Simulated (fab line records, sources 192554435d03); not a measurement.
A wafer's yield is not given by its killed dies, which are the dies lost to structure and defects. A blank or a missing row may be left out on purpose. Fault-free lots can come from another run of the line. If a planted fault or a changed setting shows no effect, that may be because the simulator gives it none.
Chamber matching :: flow n5Finfet :: N5_BEOL_M2_CO_CAP_55 on cvdCo-01: 3 sister chambers
The step material Co, precursor CCTBA/H2, target thk 2 nm, time 102.1 s. 3 wafers are shown with their chamber, then 12 later ones without.

WAFERS PAIRED WITH THEIR CHAMBERS
wafer: L089.5
chamber: 2
heaterPowerW (W): 215

wafer: L090.5
chamber: 0
heaterPowerW (W): 248

wafer: L090.6
chamber: 1
heaterPowerW (W): 237

WAFERS MISSING THEIR CHAMBER
wafer: L091.1
heaterPowerW (W): 209

wafer: L091.4
heaterPowerW (W): 237

wafer: L091.5
heaterPowerW (W): 254

wafer: L093.2
heaterPowerW (W): 237

wafer: L093.3
heaterPowerW (W): 252

wafer: L093.4
heaterPowerW (W): 213

wafer: L095.2
heaterPowerW (W): 207

wafer: L095.4
heaterPowerW (W): 245

wafer: L095.6
heaterPowerW (W): 236

wafer: L096.1
heaterPowerW (W): 240

wafer: L096.5
heaterPowerW (W): 239

wafer: L096.6
heaterPowerW (W): 210

WHICH CHAMBER EACH WENT THROUGH
wafer: L091.1
from the rows above: 2
in truth: 2

wafer: L091.4
from the rows above: 1
in truth: 1

wafer: L091.5
from the rows above: 0
in truth: 0

wafer: L093.2
from the rows above: 1
in truth: 1

wafer: L093.3
from the rows above: 0
in truth: 0

wafer: L093.4
from the rows above: 2
in truth: 2

wafer: L095.2
from the rows above: 2
in truth: 2

wafer: L095.4
from the rows above: can't be placed: 0 or 1
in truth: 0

wafer: L095.6
from the rows above: 1
in truth: 1

wafer: L096.1
from the rows above: can't be placed: 1 or 0
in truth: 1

wafer: L096.5
from the rows above: can't be placed: 1 or 0
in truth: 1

wafer: L096.6
from the rows above: 2
in truth: 2
9 of 12 placed correctly. Not placeable from these rows: 3 (in 3, the candidates include the true chamber). Placed wrongly: 0.
How it was worked out, from the rows above alone: a wafer's distance from a chamber is the root of the sum, over the readings, of the square of ((its reading less the chamber's mean) divided by the reading's scatter). If the next closest chamber is less than 2 further off than the closest, the wafer can't be placed; otherwise it belongs to the closest. The mean given for a chamber averages the wafers shown for that chamber. The scatter: with one shown wafer a chamber, the root of the mean of the squares of how far each hidden wafer lies from its nearest shown one.
